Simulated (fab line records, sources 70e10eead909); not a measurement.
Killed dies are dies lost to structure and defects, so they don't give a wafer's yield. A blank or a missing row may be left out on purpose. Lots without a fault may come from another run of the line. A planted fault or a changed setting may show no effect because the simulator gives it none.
fab line records | flow nand_harc
record lots=5 wafers=15 last_day=33
route steps=1302 shown P_CONTACT@224 END@1302
lots that met no fault: from a run of the same line without faults
start_h: hours from the record's first day to the start of the lot's first wafer shown | wait_h: hours since the lot's step before | " the same as in the row above | L1.1+2: a row that stands for several wafers | - no value, or no start given | * or withheld: withheld | < > ~ a bound
route shown NAME@n: a module of which the file shows steps, and the number in the route of the first | usual: mean/standard deviation of fault-free wafers | same: alike in all rows | chamber/n: place in a boat | sites: the reading at each site | _std_site: their standard deviation | _edge_site: outer sites' mean less inner sites' | radius_mm: how far each site lies from the wafer's centre | mask NAME#n: copy n | behind: the tool/chamber that last shaped the wafer | hold: why the lot was held/for how many hours/how that ended | device: the transistor (n, p or np) that didn't switch | end of line: the same wafers' tests at the end of the route | a step without rows: its recipe alone | killed: dies lost to structure and defects at the first sort, not the wafer's yield | map: a wafer's dies, x killed, . not, _ none there
set.NAME: the setting as run; set.NAME@STEP: as run at that earlier step | model.NAME: the simulator's own value behind a step, which no gauge read
lots at some steps of the route; a table a step, a row a wafer
services: from which hour (start_h, from the record's first day; less than 0 if before it) a tool's chamber was out of use, for how many hours, and why
## steps
# step NHARC_P_CONTACT_COAT_33
# recipe temp_c=260 time_s=75
# step NHARC_P_CONTACT_COAT_34
# recipe temp_c=225 time_s=65
# step NHARC_P_CONTACT_COAT_06
# recipe spin_rpm=1500 resist_thk_nm=90
# step NHARC_P_CONTACT_SOFTBAKE_07
# recipe temp_c=105 time_s=55
# step NHARC_P_CONTACT_EBR_08
# step NHARC_P_CONTACT_EXPOSE_09
# recipe na=1.35 target_cd_nm=90 dose_mj=81.26 mask_id=P_CA
# step NHARC_P_CONTACT_PEB_10
# recipe peb_temp_c=100 peb_time_s=65
# step NHARC_P_CONTACT_DEVELOP_11
# recipe develop_time_s=35 dev_temp_c=23
# step NHARC_P_CONTACT_CD_MEAS_12
# recipe target_cd_nm=90 landing_energy_ev=500
# usual cd_nm=90.0/0.64
# columns lot.wafer tool chamber start_h wait_h cd_nm
L557.2 cd_sem-02 0 211.18 - 90.7
L557.4 " 0 " " 90.6
L557.5 " 0 " " 90.8
L560.2 cd_sem-01 0 235.47 - 89.4
L560.3 " 0 " " 89.5
L560.5 " 0 " " 90.0
L563.3 cd_sem-03 0 267.60 - 89.8
L563.5 " 0 " " 90.2
L563.6 " 0 " " 90.1
L566.4 cd_sem-01 0 306.04 - 91.0
L566.5 " 0 " " 89.7
L566.6 " 0 " " 90.0
L571.3 cd_sem-02 0 340.20 - 90.2
L571.4 " 0 " " 89.8
L571.5 " 0 " " 90.9
# step NHARC_P_CONTACT_OVL_MEAS_13
# usual overlay_x_nm=0.2/0.63 overlay_y_nm=0.3/0.65
# columns lot.wafer tool chamber start_h wait_h overlay_x_nm overlay_y_nm
L557.2 overlay-02 - 211.27 - 0.3 0.0
L557.4 " - " " -0.1 0.1
L557.5 " - " " 0.0 0.4
L560.2 overlay-01 - 235.56 - 0.3 0.1
L560.3 " - " " -0.4 -0.2
L560.5 " - " " 0.3 0.2
L563.3 overlay-02 - 267.68 - 1.6 -0.7
L563.5 " - " " 1.0 -0.6
L563.6 " - " " 1.8 -0.6
L566.4 overlay-02 - 306.12 - 0.8 -0.7
L566.5 " - " " 0.4 -0.8
L566.6 " - " " 0.5 -0.7
L571.3 overlay-01 - 340.29 - 0.1 -0.2
L571.4 " - " " -0.6 0.5
L571.5 " - " " -0.1 -0.2
# step NHARC_P_CONTACT_INSPECT_14
# usual raw_defect_count=3.5/2.1
# columns lot.wafer tool chamber start_h wait_h raw_defect_count
L557.2 defect_inspect-02 - 211.30 0.0 3
L557.4 " - " " 4
L557.5 " - " " 3
L560.2 defect_inspect-02 - 235.60 0.0 4
L560.3 " - " " 3
L560.5 " - " " 1
L563.3 defect_inspect-02 - 267.72 0.0 2
L563.5 " - " " 2
L563.6 " - " " 1
L566.4 defect_inspect-01 - 306.15 0.0 4
L566.5 " - " " 6
L566.6 " - " " 4
L571.3 defect_inspect-02 - 340.32 0.0 3
L571.4 " - " " 4
L571.5 " - " " 3
# step NHARC_P_CONTACT_DESCUM_17
# recipe time_s=3 o2_flow_sccm=200 ar_flow_sccm=0 bias_power_w=0 chemistry=O2
# usual drypump_motor_current_A=5.7/0.52 oes_product_au=1.005/0.011 rf_vpp_V=57.9/0.8 showerhead_plenum_p_Torr=1.90/0.06 throttle_valve_pct=11.311/0.009
# columns lot.wafer tool chamber start_h wait_h drypump_motor_current_A oes_product_au rf_hours_counter_h rf_vpp_V showerhead_plenum_p_Torr throttle_valve_pct
L557.4 rie_diel-06 2 211.36 0.1 5.8 1.001 2.0 56.2 1.85 11.306
L557.2 " 0 " " 6.0 1.018 1.9 57.2 1.94 11.325
L557.5 " 2 " " 5.8 0.992 - 58.6 1.85 11.313
L560.3 rie_diel-12 1 235.66 0.1 6.3 0.998 6.2 56.6 1.89 11.319
L560.2 " 2 " " 5.1 1.005 7.0 57.8 1.82 11.315
L560.5 " 1 " " 6.3 0.990 - 58.2 1.89 11.307
L563.3 rie_diel-06 0 267.79 0.1 6.0 1.005 4.8 56.7 1.94 11.316
L563.5 " 2 " " 5.8 1.004 - 57.2 1.85 11.321
L563.6 " 1 " " 5.2 1.007 - 57.9 1.89 11.316
L566.4 rie_diel-13 2 306.22 0.1 5.0 0.999 3.3 58.6 1.79 11.312
L566.6 " 1 " " 6.7 1.022 - 58.1 1.94 11.318
L566.5 " 2 " " 5.0 1.012 - 57.0 1.79 11.314
L571.3 rie_diel-13 0 340.38 0.1 5.2 1.017 5.3 56.6 1.95 11.316
L571.4 " 2 " " 5.0 1.007 4.5 56.6 1.79 11.311
L571.5 " 0 " " 5.2 1.008 - 59.6 1.95 11.311
# step NHARC_P_CONTACT_ETCH_35
# recipe target_depth_a=390 over_etch_frac=0.3 time_s=65 ion_energy_ev=80 cf4_flow_sccm=150 ar_flow_sccm=0 rf_w=300 bias_w=100 chemistry=CF4
# usual drypump_motor_current_A=5.7/0.52 oes_product_au=1.006/0.011 rf_vpp_V=151.0/1 showerhead_plenum_p_Torr=1.75/0.053 throttle_valve_pct=13.283/0.0088
# columns lot.wafer tool chamber start_h wait_h drypump_motor_current_A oes_product_au rf_hours_counter_h rf_vpp_V showerhead_plenum_p_Torr throttle_valve_pct
L557.2 rie_diel-06 3 211.46 0.1 5.1 1.016 2.1 150.3 1.74 13.285
L557.4 " 0 " " 6.0 0.869 1.9 151.8 1.79 13.269
L557.5 " 2 " " 5.8 1.004 - 151.7 1.71 13.283
L560.3 rie_diel-12 3 235.74 0.1 5.9 0.983 6.8 150.5 1.69 13.298
L560.2 " 2 " " 5.1 1.002 7.0 151.1 1.69 13.279
L560.5 " 0 " " 5.5 0.996 - 153.8 1.86 13.284
L563.3 rie_diel-06 2 267.89 0.1 5.8 0.991 4.0 150.7 1.71 13.270
L563.6 " 2 " " 5.8 1.000 - 150.9 1.71 13.282
L563.5 " 0 " " 6.0 1.012 - 151.4 1.79 13.297
L566.4 rie_diel-13 3 306.31 0.1 6.3 1.022 3.7 152.4 1.82 13.289
L566.6 " 1 " " 6.7 1.017 - 151.0 1.80 13.280
L566.5 " 2 " " 5.0 1.014 - 147.9 1.66 13.269
L571.3 rie_diel-13 3 340.47 0.1 6.2 1.029 5.1 151.4 1.82 13.283
L571.4 " 0 " " 5.2 1.018 5.3 152.2 1.80 13.279
L571.5 " 3 " " 6.2 1.024 - 150.6 1.82 13.281
# step NHARC_P_CONTACT_ETCH_36
# recipe target_depth_a=2600 over_etch_frac=0.25 time_s=406.25 ion_energy_ev=200 n2_flow_sccm=150 h2_flow_sccm=150 ar_flow_sccm=0 rf_w=400 bias_w=150 chemistry=N2/H2
# usual drypump_motor_current_A=5.7/0.52 oes_product_au=1.005/0.011 rf_vpp_V=430.1/1.9 showerhead_plenum_p_Torr=2.02/0.064 throttle_valve_pct=14.170/0.0085
# columns lot.wafer tool chamber start_h wait_h drypump_motor_current_A oes_product_au rf_hours_counter_h rf_vpp_V showerhead_plenum_p_Torr throttle_valve_pct
L557.2 rie_diel-06 0 - - 6.0 1.012 2.0 432.0 2.07 14.187
L557.4 " 2 " " 5.8 1.009 2.1 426.7 1.97 14.180
L557.5 " 3 " " 5.0 1.009 - 428.8 2.00 14.172
L560.3 rie_diel-12 2 - - 5.2 1.007 7.1 427.1 1.94 14.177
L560.2 " 3 " " 5.9 0.999 6.9 428.6 1.95 14.174
L560.5 " 2 " " 5.2 1.004 - 427.6 1.94 14.151
L563.3 rie_diel-06 2 - - 5.8 1.002 4.1 428.2 1.97 14.174
L563.6 " 1 " " 5.2 1.001 - 430.7 2.01 14.173
L563.5 " 2 " " 5.8 0.987 - 428.8 1.97 14.174
L566.4 rie_diel-13 1 - - 6.7 1.010 3.8 431.8 2.07 14.176
L566.5 " 0 " " 5.2 1.016 - 430.8 2.08 14.169
L566.6 " 1 " " 6.7 1.005 - 431.1 2.07 14.179
L571.4 rie_diel-13 3 - - 6.2 1.016 5.2 432.5 2.10 14.169
L571.3 " 1 " " 6.7 1.017 5.3 431.3 2.07 14.178
L571.5 " 3 " " 6.3 1.023 - 432.4 2.10 14.176
# step NHARC_END_SORT_01
# recipe temp_c=25
# usual killed_at_array=57/20 killed_at_other=1.0/1.5 killed_at_periphery=3.5/2.5 killed_dies=62/21 killed_open=3.5/1.9 killed_short=2.4/1.6
# same gross_dies=677
# columns lot.wafer tool chamber start_h wait_h killed_at_array killed_at_other killed_at_periphery killed_dies killed_open killed_short
L557.4 prober-02 0 664.86 3.4 95 3 7 105 5 3
# killed by level:class
L557.4 A_CHANNEL_HOLE_D1:chamber_film_flake=31 A_SLIT:chamber_film_flake=27 A_CHANNEL_HOLE_D2:chamber_film_flake=17 A_CONTACT:chamber_film_flake=11 THIN_TSV:chamber_film_flake=3 P_CONTACT:area_etch=3 A_ONON_D1:geometric_particle:short=2 A_STAIRCASE:chamber_film_flake=2
## services
# columns tool chamber start_h hours kind
rie_diel-06 0 188.20 - clean
rie_diel-06 1 188.20 - clean
rie_diel-06 2 188.20 - clean
rie_diel-06 3 188.20 - clean
rie_diel-13 0 198.50 - clean
rie_diel-13 1 198.50 - clean
rie_diel-13 2 198.50 - clean
rie_diel-13 3 198.50 - clean
rie_diel-06 0 212.70 - clean
rie_diel-06 1 212.70 - clean
rie_diel-06 2 212.70 - clean
rie_diel-06 3 212.70 - clean
rie_diel-06 3 220.49 91.7 repair
rie_diel-13 0 223.00 - clean
rie_diel-13 1 230.34 1.8 repair
rie_diel-13 2 251.72 6.6 repair
rie_diel-06 2 261.20 4.6 repair
rie_diel-12 - 268.40 9.0 pm
rie_diel-12 1 287.32 1.9 repair
rie_diel-13 2 302.28 3.7 repair
rie_diel-06 - 307.20 9.0 pm
rie_diel-13 2 314.62 6.3 repair
rie_diel-13 0 326.27 3.7 repair
rie_diel-06 0 331.49 2.1 repair
## key
first_sign step=NHARC_P_CONTACT_ETCH_35 reading=oes_product_au direction=down sigmas=13 usual=1.006 struck=0.869
effect none on later readings
met_at NHARC_P_CONTACT_ETCH_35
struck_wafers L557.4
tester_left_out L557
fault kind=process_parameter_drift tool=rie_diel-06 chamber=0 onset_h=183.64 steps=NHARC_P_CONTACT_ETCH_35 channel=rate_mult offset=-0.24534 shape=step end_h=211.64
# tester_left_out: of these lots the tester's yield and bins aren't shown, on N5 and GAA mostly nor the transistor test; their killed dies are dies lost to structure and defects alone, not to doping, threshold or leakage, so they don't give the yield
